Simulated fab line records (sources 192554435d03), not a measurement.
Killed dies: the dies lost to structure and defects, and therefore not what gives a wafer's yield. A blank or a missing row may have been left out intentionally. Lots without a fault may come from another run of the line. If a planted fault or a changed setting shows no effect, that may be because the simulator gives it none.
fab line records	flow n5-finfet	part 1 of 2: steps 1 to 3 of 6
record lots=22	wafers=66	last-day=19
route steps=1938 shown BEOL_M1@787
lots with no fault: from the same line, run without faults
start-h: start of the lot's first displayed wafer, in hours after the record's first day	wait-h: how many hours have passed since the lot's step before this one	" unchanged from the row above	L1.1+2: a row that stands for several wafers	- either no value or no given start	* or withheld: withheld	< > ~ a bound
route shown NAME@n: NAME is a module with steps in the file, n the number in the route of the first one	usual: mean/standard deviation of fault-free wafers	same: alike in all rows	chamber/n: place in a boat	sites: readings site by site	_std_site: their standard deviation	_edge_site: the outer-site mean with the inner-site mean subtracted	radius-mm: for every site, how far away it sits from the centre of the wafer	mask NAME#n: copy n	behind: the last tool/chamber to shape the wafer	hold: why the lot was held/for how many hours/how that ended	device: the transistor (n, p or np) that didn't switch	end of line: the tests these same wafers got at the end of their route	where a step has no rows: the recipe by itself	killed: at the first sort, the dies lost to defects and structure; wafer yield is something else	map: a wafer's dies, marking killed ones x, the rest . and places with no die _
set.NAME: setting as actually run; set.NAME@STEP: the setting as run at that earlier step	model.NAME: the simulator's own value behind a step, which no gauge read
a sample of lots followed through the steps of the route, with each step as a table and each wafer as a row
services: a tool's chamber out of use, with start hour (start-h, from the record's first day; less than 0 if before it), hours out, and reason
## steps
# step N5_BEOL_M1_OVL_MEAS_29
# recipe points-per-wafer=522
# usual V0_OVL=-0.6/0.7
lot.wafer	tool	chamber	start-h	wait-h	V0_OVL[nm]
L075.1	overlay-02	0	138.96	0.0	-0.4
L075.2	"	0	"	"	-0.4
L075.6	"	0	"	"	0.4
L074.1	overlay-01	0	140.64	0.0	-1.0
L074.4	"	0	"	"	-1.1
L074.6	"	0	"	"	-1.3
L076.3	overlay-01	0	143.26	0.0	-0.2
L076.4	"	0	"	"	0.3
L076.6	"	0	"	"	0.3
L078.2	overlay-02	0	147.35	0.0	-0.1
L078.3	"	0	"	"	-1.6
L078.6	"	0	"	"	-0.8
L077.4	overlay-01	0	147.44	0.0	0.0
L077.5	"	0	"	"	0.6
L077.6	"	0	"	"	0.9
L080.2	overlay-02	0	159.61	0.0	-0.6
L080.4	"	0	"	"	-0.9
L080.5	"	0	"	"	-0.7
L081.1	overlay-02	0	164.90	0.0	-1.4
L081.2	"	0	"	"	-0.7
L081.6	"	0	"	"	0.4
L082.1	overlay-01	0	167.99	0.0	0.0
L082.3	"	0	"	"	0.6
L082.4	"	0	"	"	0.3
L083.2	overlay-01	0	173.85	0.0	-2.1
L083.3	"	0	"	"	-1.4
L083.6	"	0	"	"	-1.2
L084.1	overlay-02	0	177.03	0.0	0.2
L084.3	"	0	"	"	0.7
L084.4	"	0	"	"	-0.7
L085.1	overlay-01	0	200.79	0.0	-0.7
L085.4	"	0	"	"	-0.9
L085.6	"	0	"	"	-1.1
L086.2	overlay-02	0	201.31	0.0	-0.3
L086.4	"	0	"	"	-0.2
L086.5	"	0	"	"	-0.1
L088.2	overlay-02	0	214.58	0.0	0.1
L088.3	"	0	"	"	-0.2
L088.6	"	0	"	"	-0.5
L089.2	overlay-01	0	214.64	0.0	0.6
L089.3	"	0	"	"	0.2
L089.5	"	0	"	"	-0.8
L090.2	overlay-02	0	218.18	0.0	-2.0
L090.4	"	0	"	"	-1.1
L090.6	"	0	"	"	-0.2
L091.2	overlay-02	0	223.24	0.0	-1.7
L091.5	"	0	"	"	-0.1
L091.6	"	0	"	"	-1.6
L092.1	overlay-02	0	230.51	0.0	0.5
L092.2	"	0	"	"	0.0
L092.4	"	0	"	"	0.0
L093.2	overlay-01	0	236.89	0.0	0.0
L093.4	"	0	"	"	-0.6
L093.6	"	0	"	"	-1.1
L094.1	overlay-01	0	244.33	0.0	-0.9
L094.3	"	0	"	"	-0.1
L094.4	"	0	"	"	0.1
L095.2	overlay-01	0	250.77	0.0	-0.2
L095.5	"	0	"	"	-0.4
L095.6	"	0	"	"	0.2
L096.2	overlay-01	0	259.93	0.0	-0.2
L096.5	"	0	"	"	-1.0
L096.6	"	0	"	"	-0.3
L097.1	overlay-02	0	263.15	0.0	-0.2
L097.5	"	0	"	"	-1.1
L097.6	"	0	"	"	-0.4
# step N5_BEOL_M1_DESCUM_33
# recipe chemistry=O2	time-s=7	source-power-w=50	bias-power-w=20	pressure-mtorr=20	rf-frequency-hz=2.712e+07	temp-c=40	resist=CAR-EUV	o2-flow-sccm=225
# usual bias-power-w=20.00/0.062	drypump-motor-current-A=5.6/0.36	oes-product-au=0.75/0.084	rf-vpp-V=242.6/1.3	showerhead-plenum-p-Torr=2.06/0.065	throttle-valve-pct=20.45/0.24
lot.wafer	tool	chamber	start-h	wait-h	bias-power-w	drypump-motor-current-A	oes-product-au	rf-hours-counter-h	rf-vpp-V	showerhead-plenum-p-Torr	throttle-valve-pct
L075.1	rie-diel-02	3	141.90	2.9	20.08	5.7	0.73	206	243.0	2.07	20.69
L075.2	"	1	"	"	19.96	6.0	0.73	170	242.5	1.99	20.04
L075.6	"	3	"	"	19.99	5.7	0.73	-	244.0	2.07	20.69
L074.1	rie-diel-06	2	142.82	2.1	20.12	5.2	0.72	205	242.6	2.17	20.51
L074.4	"	0	"	"	20.03	5.0	0.90	17	242.4	2.07	20.27
L074.6	"	1	"	"	20.00	5.7	0.75	-	242.1	1.99	20.31
L076.3	rie-diel-02	1	144.96	1.7	20.05	6.0	0.73	172	242.1	1.98	20.07
L076.4	"	0	"	"	19.99	5.4	0.70	242	245.1	2.14	20.55
L076.6	"	1	"	"	19.91	6.0	0.72	-	242.2	1.98	20.05
L078.2	rie-diel-02	1	147.43	0.0	20.02	6.1	0.73	173	240.8	1.98	20.07
L078.3	"	0	"	"	20.00	5.4	0.70	243	243.5	2.14	20.55
L078.6	"	3	"	"	19.95	5.7	0.72	-	244.3	2.07	20.69
L077.4	rie-diel-06	2	147.51	0.0	19.96	5.2	0.72	208	244.8	2.17	20.50
L077.5	"	2	"	"	20.03	5.2	0.71	-	245.9	2.17	20.50
L077.6	"	1	"	"	19.88	5.6	0.73	-	240.9	1.99	20.31
L080.2	rie-diel-02	3	159.71	0.0	20.01	5.7	0.72	214	244.4	2.07	20.70
L080.4	"	2	"	"	20.07	5.5	0.71	226	243.4	2.06	20.27
L080.5	"	2	"	"	20.10	5.5	0.71	-	242.7	2.06	20.29
L081.1	rie-diel-04	2	165.00	0.0	19.98	5.2	0.74	156	245.8	2.19	20.56
L081.2	"	0	"	"	20.11	5.8	0.96	9	242.8	2.07	20.27
L081.6	"	0	"	"	19.98	5.8	0.96	-	243.0	2.08	20.27
L082.1	rie-diel-06	2	168.08	0.0	20.00	5.2	0.71	215	243.7	2.17	20.50
L082.3	"	3	"	"	19.96	5.3	0.73	172	241.2	2.02	20.93
L082.4	"	1	"	"	20.00	5.7	0.74	199	242.6	1.99	20.32
L083.2	rie-diel-04	2	173.94	0.0	19.97	5.3	0.72	160	244.4	2.19	20.55
L083.3	"	0	"	"	19.93	5.8	0.96	13	242.4	2.07	20.26
L083.6	"	2	"	"	19.96	5.2	0.73	-	245.3	2.19	20.55
L084.1	rie-diel-02	3	177.12	0.0	20.11	5.7	0.71	219	244.2	2.07	20.71
L084.3	"	2	"	"	20.12	5.5	0.71	231	242.8	2.06	20.28
L084.4	"	2	"	"	20.04	5.5	0.71	-	243.4	2.06	20.31
L085.1	rie-diel-04	1	200.91	0.1	20.06	6.3	0.70	234	242.8	1.98	20.59
L085.4	"	0	"	"	19.92	5.8	0.94	20	242.3	2.07	20.28
L085.6	"	0	"	"	19.96	5.8	0.92	-	243.2	2.07	20.28
L086.2	rie-diel-04	1	201.51	0.1	19.92	6.2	0.69	235	241.6	1.98	20.60
L086.4	"	3	"	"	19.95	5.7	0.67	235	242.9	2.06	20.61
L086.5	"	2	"	"	20.06	5.2	0.73	-	244.2	2.19	20.57
L088.2	rie-diel-02	1	214.67	0.0	20.00	6.0	0.70	194	242.5	1.98	20.07
L088.3	"	2	"	"	19.87	5.5	0.69	244	243.5	2.05	20.32
L088.6	"	1	"	"	19.98	6.0	0.70	-	241.3	1.98	20.10
L089.2	rie-diel-04	2	214.82	0.1	19.89	5.3	0.72	173	243.4	2.19	20.57
L089.3	"	0	"	"	19.90	5.7	0.92	25	242.0	2.07	20.30
L089.5	"	1	"	"	20.00	6.3	0.69	-	240.8	1.98	20.59
L090.2	rie-diel-04	1	218.26	0.0	19.84	6.3	0.68	241	241.6	1.98	20.60
L090.4	"	3	"	"	19.93	5.6	0.66	241	243.4	2.06	20.60
L090.6	"	1	"	"	19.85	6.2	0.68	-	241.7	1.98	20.60
L091.2	rie-diel-06	1	223.33	0.0	20.00	5.6	0.74	209	241.9	1.99	20.33
L091.5	"	3	"	"	20.03	5.4	0.73	-	241.2	2.02	20.95
L091.6	"	0	"	"	20.00	4.9	0.86	-	243.2	2.06	20.28
L092.1	rie-diel-06	3	230.60	0.0	19.95	5.4	0.72	184	241.3	2.02	20.95
L092.2	"	1	"	"	20.10	5.7	0.73	211	240.3	1.99	20.36
L092.4	"	3	"	"	19.92	5.4	0.73	-	240.3	2.02	20.95
L093.2	rie-diel-06	0	237.06	0.1	20.13	4.9	0.86	39	241.7	2.06	20.30
L093.4	"	2	"	"	19.93	5.2	0.70	224	244.5	2.16	20.50
L093.6	"	3	"	"	19.92	5.4	0.72	-	241.5	2.02	20.98
L094.1	rie-diel-04	0	244.42	0.0	20.07	5.8	0.90	32	241.9	2.07	20.29
L094.3	"	2	"	"	20.00	5.2	0.72	179	243.9	2.18	20.57
L094.4	"	3	"	"	20.09	5.7	0.65	245	243.5	2.06	20.63
L095.2	rie-diel-02	1	250.86	0.0	20.02	6.0	0.70	204	241.9	1.97	20.10
L095.5	"	3	"	"	19.99	5.7	0.70	-	242.0	2.06	20.73
L095.6	"	1	"	"	19.98	6.0	0.71	-	242.1	1.97	20.10
L096.2	rie-diel-06	3	260.02	0.0	19.95	5.4	0.72	190	241.3	2.01	20.97
L096.5	"	3	"	"	19.98	5.3	0.72	-	240.7	2.01	20.97
L096.6	"	0	"	"	20.06	4.9	0.85	-	242.8	2.06	20.29
L097.1	rie-diel-06	1	263.24	0.0	20.03	5.6	0.72	218	242.5	1.98	20.34
L097.5	"	2	"	"	19.98	5.2	0.70	-	243.3	2.16	20.54
L097.6	"	1	"	"	20.00	5.6	0.72	-	241.5	1.98	20.36
# step N5_BEOL_M1_ETCH_70
# recipe chemistry=N2/H2	target=SOC	target-depth-a=800	overetch-a=160	mask-material=SiARC	temp-c=40	time-s=120	ion-energy-ev=200	pressure-mtorr=30	source-w=840	bias-w=150	n2-flow-sccm=200	h2-flow-sccm=200
# usual drypump-motor-current-A=5.6/0.36	h2-flow-sccm=199.9/0.6	oes-product-au=0.58/0.068	rf-vpp-V=522.9/2.4	showerhead-plenum-p-Torr=2.51/0.082	throttle-valve-pct=17.87/0.25
lot.wafer	tool	chamber	start-h	wait-h	drypump-motor-current-A	h2-flow-sccm	oes-product-au	rf-hours-counter-h	rf-vpp-V	showerhead-plenum-p-Torr	throttle-valve-pct
L075.1	rie-diel-02	2	144.39	0.0	5.5	198.9	0.55	220	522.5	2.52	17.75
L075.2	"	3	"	"	5.7	200.1	0.56	207	522.8	2.51	18.11
L075.6	"	1	"	"	6.0	199.1	0.56	-	520.6	2.44	17.60
L074.1	rie-diel-06	0	144.64	0.0	4.9	199.6	0.69	18	522.6	2.50	17.53
L074.4	"	1	"	"	5.7	200.5	0.56	191	520.3	2.41	17.61
L074.6	"	0	"	"	4.9	199.8	0.69	-	523.2	2.50	17.52
L076.3	rie-diel-02	1	145.35	0.0	6.0	199.2	0.56	172	522.4	2.44	17.61
L076.4	"	3	"	"	5.7	200.7	0.55	208	523.1	2.51	18.12
L076.6	"	2	"	"	5.5	199.2	0.56	-	522.8	2.52	17.73
L078.2	rie-diel-04	2	149.91	0.0	5.2	200.4	0.58	152	527.2	2.67	18.04
L078.3	"	1	"	"	6.2	200.3	0.54	218	521.1	2.41	18.09
L078.6	"	1	"	"	6.3	199.6	0.54	-	520.0	2.41	18.07
L077.4	rie-diel-06	0	150.16	0.0	4.9	199.6	0.68	20	522.8	2.50	17.53
L077.5	"	2	"	"	5.2	199.6	0.54	-	525.7	2.64	17.95
L077.6	"	3	"	"	5.4	201.1	0.57	-	519.9	2.43	18.08
L080.2	rie-diel-04	2	165.19	0.0	5.3	199.9	0.57	156	527.3	2.67	18.06
L080.4	"	0	"	"	5.8	200.0	0.74	9	523.1	2.51	17.52
L080.5	"	2	"	"	5.2	199.7	0.57	-	526.1	2.67	18.04
L081.1	rie-diel-06	3	188.14	0.0	5.4	199.8	0.57	176	520.7	2.43	18.10
L081.2	"	1	"	"	5.7	200.2	0.55	204	520.6	2.40	17.63
L081.6	"	0	"	"	4.9	199.9	0.66	-	521.5	2.49	17.54
L082.1	rie-diel-04	3	189.10	0.0	5.7	199.8	0.52	232	523.1	2.51	18.06
L082.3	"	2	"	"	5.2	199.4	0.57	165	525.8	2.66	18.07
L082.4	"	0	"	"	5.8	199.5	0.71	18	522.2	2.50	17.54
L083.2	rie-diel-04	0	195.95	0.0	5.8	200.6	0.71	19	523.5	2.50	17.53
L083.3	"	1	"	"	6.3	200.0	0.53	233	520.3	2.41	18.14
L083.6	"	1	"	"	6.2	199.6	0.53	-	521.2	2.41	18.12
L084.1	rie-diel-02	2	209.28	0.0	5.5	200.6	0.54	243	523.8	2.51	17.78
L084.3	"	3	"	"	5.7	200.3	0.54	230	521.3	2.50	18.15
L084.4	"	0	"	"	5.4	199.3	0.72	10	525.2	2.59	17.62
L085.1	rie-diel-04	2	216.39	0.0	5.2	200.2	0.56	174	527.0	2.66	18.06
L085.4	"	0	"	"	5.8	200.5	0.70	26	521.6	2.50	17.55
L085.6	"	1	"	"	6.3	200.0	0.53	-	519.5	2.41	18.14
L086.2	rie-diel-02	2	229.06	0.0	5.5	200.3	0.54	249	523.3	2.50	17.78
L086.4	"	3	"	"	5.7	199.8	0.54	236	522.4	2.50	18.17
L086.5	"	3	"	"	5.7	199.8	0.54	-	522.2	2.50	18.17
L089.2	rie-diel-02	1	232.27	0.0	6.1	200.0	0.55	199	519.6	2.42	17.65
L089.3	"	2	"	"	5.5	199.2	0.53	249	523.6	2.50	17.80
L089.5	"	3	"	"	5.7	199.9	0.54	-	523.8	2.50	18.17
L090.2	rie-diel-04	2	232.31	0.0	5.3	200.5	0.56	178	526.9	2.66	18.08
L090.4	"	1	"	"	6.3	199.9	0.53	244	520.4	2.40	18.15
L090.6	"	3	"	"	5.7	200.8	0.51	-	522.4	2.50	18.09
L088.2	rie-diel-06	0	232.34	0.0	4.9	199.4	0.66	38	522.1	2.49	17.55
L088.3	"	1	"	"	5.6	200.0	0.56	211	520.7	2.40	17.65
L088.6	"	1	"	"	5.6	199.1	0.56	-	520.9	2.40	17.62
L092.1	rie-diel-02	3	238.03	0.0	5.7	199.9	0.54	239	520.6	2.50	18.18
L092.2	"	1	"	"	6.0	198.9	0.54	201	520.0	2.42	17.65
L092.4	"	0	"	"	5.4	199.9	0.70	-	525.0	2.58	17.63
L091.2	rie-diel-02	3	243.01	0.0	5.7	199.7	0.54	240	523.4	2.50	18.18
L091.5	"	1	"	"	6.0	198.9	0.54	-	520.5	2.42	17.66
L091.6	"	0	"	"	5.4	200.8	0.71	-	525.7	2.58	17.62
L093.2	rie-diel-02	0	245.94	0.0	5.4	199.8	0.70	19	525.5	2.58	17.65
L093.4	"	3	"	"	5.7	199.8	0.53	-	523.3	2.50	18.19
L093.6	"	0	"	"	5.5	200.2	0.69	-	526.1	2.58	17.62
L094.1	rie-diel-06	3	245.98	0.0	5.3	200.2	0.56	187	519.7	2.42	18.11
L094.3	"	2	"	"	5.2	198.8	0.54	225	527.4	2.63	17.98
L094.4	"	0	"	"	4.9	199.8	0.66	41	521.1	2.49	17.56
L095.2	rie-diel-06	1	255.40	0.0	5.6	201.7	0.55	216	520.7	2.40	17.65
L095.5	"	1	"	"	5.6	201.1	0.55	-	518.6	2.40	17.65
L095.6	"	0	"	"	4.9	199.6	0.65	-	521.3	2.49	17.57
L096.2	rie-diel-04	0	271.90	0.0	5.8	199.9	0.68	39	522.9	2.49	17.56
L096.5	"	2	"	"	5.2	199.7	0.56	-	526.4	2.65	18.09
L096.6	"	0	"	"	5.8	200.0	0.68	-	521.4	2.49	17.58
L097.1	rie-diel-04	3	275.18	0.0	5.6	199.5	0.51	253	523.5	2.50	18.10
L097.5	"	0	"	"	5.8	200.0	0.69	-	522.8	2.49	17.57
L097.6	"	2	"	"	5.2	200.7	0.55	-	527.4	2.65	18.10
